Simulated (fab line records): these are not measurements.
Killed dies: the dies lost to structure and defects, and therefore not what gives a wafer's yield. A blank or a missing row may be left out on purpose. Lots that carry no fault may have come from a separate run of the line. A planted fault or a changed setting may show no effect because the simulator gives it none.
Chamber matching ; flow n5-finfet ; ald-metal-04 running N5_HKMG_FIN_ALD_91: 4 sister chambers
The step deposits TiN, target thk 1 nm, pulse time 1 s, purge time 3 s. 24 wafers are shown with their chamber, then 12 later ones without.

== EACH WAFER AND ITS CHAMBER ==
wafer;chamber;heater-power-w (W);precursor-pulse-height-rel
L075.1;2;771;0.976
L075.2;1;784;0.991
L075.3;0;1077;0.993
L075.4;1;796;0.971
L075.5;0;1060;0.973
L075.6;2;759;0.987
L085.1;1;793;0.982
L085.3;3;955;0.985
L085.6;2;761;0.983
L086.2;1;767;1.006
L086.4;3;971;1.021
L086.6;2;761;0.973
L087.1;1;789;1.040
L087.3;3;939;1.034
L087.6;2;746;0.973
L088.1;0;1047;1.000
L088.5;1;776;0.984
L088.6;0;1098;0.987
L089.3;3;966;0.991
L089.4;1;771;1.012
L089.5;3;977;1.005
L090.2;3;987;1.013
L090.5;2;754;0.962
L090.6;0;1051;0.992

SIGNATURES, as means of the wafers listed above
reading;chamber 0;chamber 1;chamber 2;chamber 3;scatter within a chamber
heater-power-w;1066.60;782.29;758.67;965.83;14.7
precursor-pulse-height-rel;0.98900;0.99800;0.97567;1.00817;0.0169
Rule: a wafer lies at a distance from a chamber equal to the root of the sum of squares, over the readings, of (its reading less the chamber's mean, divided by the reading's scatter). The wafer belongs to the nearest chamber; if the next one is less than 2 further off, it can't be placed. The scatter is the square root of a quotient: the sum, over the shown wafers, of each reading's squared deviation from its chamber's mean, divided by wafers minus chambers.

== WAFERS WITHOUT THEIR CHAMBER ==
wafer;heater-power-w (W);precursor-pulse-height-rel
L091.1;746;1.017
L091.2;1076;0.986
L091.4;993;0.996
L092.2;960;0.999
L092.3;771;0.987
L092.4;973;1.003
L095.4;750;0.977
L095.5;1002;1.020
L095.6;1065;1.017
L096.2;769;1.001
L096.3;775;1.039
L096.6;748;0.978

== EACH ONE'S CHAMBER ==
wafer;from the rows above;in truth
L091.1;can't be placed: 2 or 1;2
L091.2;0;0
L091.4;3;3
L092.2;3;3
L092.3;can't be placed: 1 or 2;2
L092.4;3;3
L095.4;can't be placed: 2 or 1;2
L095.5;3;3
L095.6;0;0
L096.2;can't be placed: 1 or 2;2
L096.3;can't be placed: 1 or 2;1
L096.6;can't be placed: 2 or 1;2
Correctly placed: 6 of 12. These rows do not allow placing 6 (true chamber among the candidates in 6). Placed wrongly: 0.
